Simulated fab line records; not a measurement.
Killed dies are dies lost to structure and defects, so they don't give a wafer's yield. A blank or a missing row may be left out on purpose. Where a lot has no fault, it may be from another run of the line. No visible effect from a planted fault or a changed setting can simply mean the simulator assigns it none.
Chamber matching    flow n5Finfet    N5_SD_EPI_N_ETCH_16 on rieDiel-06 has 4 sister chambers
The step etches SiO2 in CHF3/O2, target depth 5 nm. 16 wafers are shown with their chamber, then 8 later ones without.

== WAFERS, EACH WITH ITS CHAMBER ==
wafer   chamber  drypumpMotorCurrentA (A)  rfVppV (V)  oesProductAu (a.u.)
L077.1  0        5.2                       507         0.75
L077.2  1        6.4                       498         0.70
L077.3  3        5.0                       505         0.96
L077.4  2        5.8                       523         0.95
L077.5  1        6.3                       497         0.70
L077.6  2        5.8                       522         0.95
L086.3  0        5.2                       508         0.74
L086.4  2        5.8                       523         0.90
L086.6  1        6.3                       507         0.97
L092.2  1        6.3                       505         0.91
L092.3  0        5.1                       507         0.71
L092.5  2        5.8                       522         0.88
L093.2  0        5.2                       507         0.72
L093.5  2        5.8                       521         0.88
L093.6  1        6.4                       504         0.91
L095.1  2        5.8                       522         0.88

SIGNATURES (means of the wafers above)
reading               chamber 0  chamber 1  chamber 2  chamber 3  scatter within a chamber
drypumpMotorCurrentA  5.175      6.340      5.800      5.000      0.0403
rfVppV                507.25     502.20     522.17     505.00     2.62
oesProductAu          0.7300     0.8380     0.9067     0.9600     0.0779
Rule: for a wafer and a chamber, the distance is found by dividing, reading by reading, the gap between the wafer's reading and the chamber's mean by the reading's scatter, squaring, summing and taking the root. If the next closest chamber is less than 2 further off than the closest, the wafer can't be placed; otherwise it belongs to the closest. The scatter is the square root of a quotient: the sum, over the shown wafers, of each reading's squared deviation from its chamber's mean, divided by wafers minus chambers.

== WAFERS MISSING THEIR CHAMBER ==
wafer   drypumpMotorCurrentA (A)  rfVppV (V)  oesProductAu (a.u.)
L095.2  6.4                       503         0.91
L095.3  5.2                       507         0.71
L097.1  5.1                       505         0.86
L097.2  5.8                       522         0.87
L097.3  5.2                       506         0.71
L097.4  6.4                       505         0.90
L097.5  5.2                       506         0.71
L097.6  5.1                       507         0.86

== CHAMBER TAKEN BY EACH ==
wafer   from the rows above      in truth
L095.2  1                        1
L095.3  0                        0
L097.1  can't be placed: 0 or 3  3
L097.2  2                        2
L097.3  0                        0
L097.4  1                        1
L097.5  0                        0
L097.6  can't be placed: 0 or 3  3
Placed correctly: 6 of 8. Cannot be placed on the basis of these rows: 2; the candidates contain the true chamber in 2. Number placed wrongly: 0.
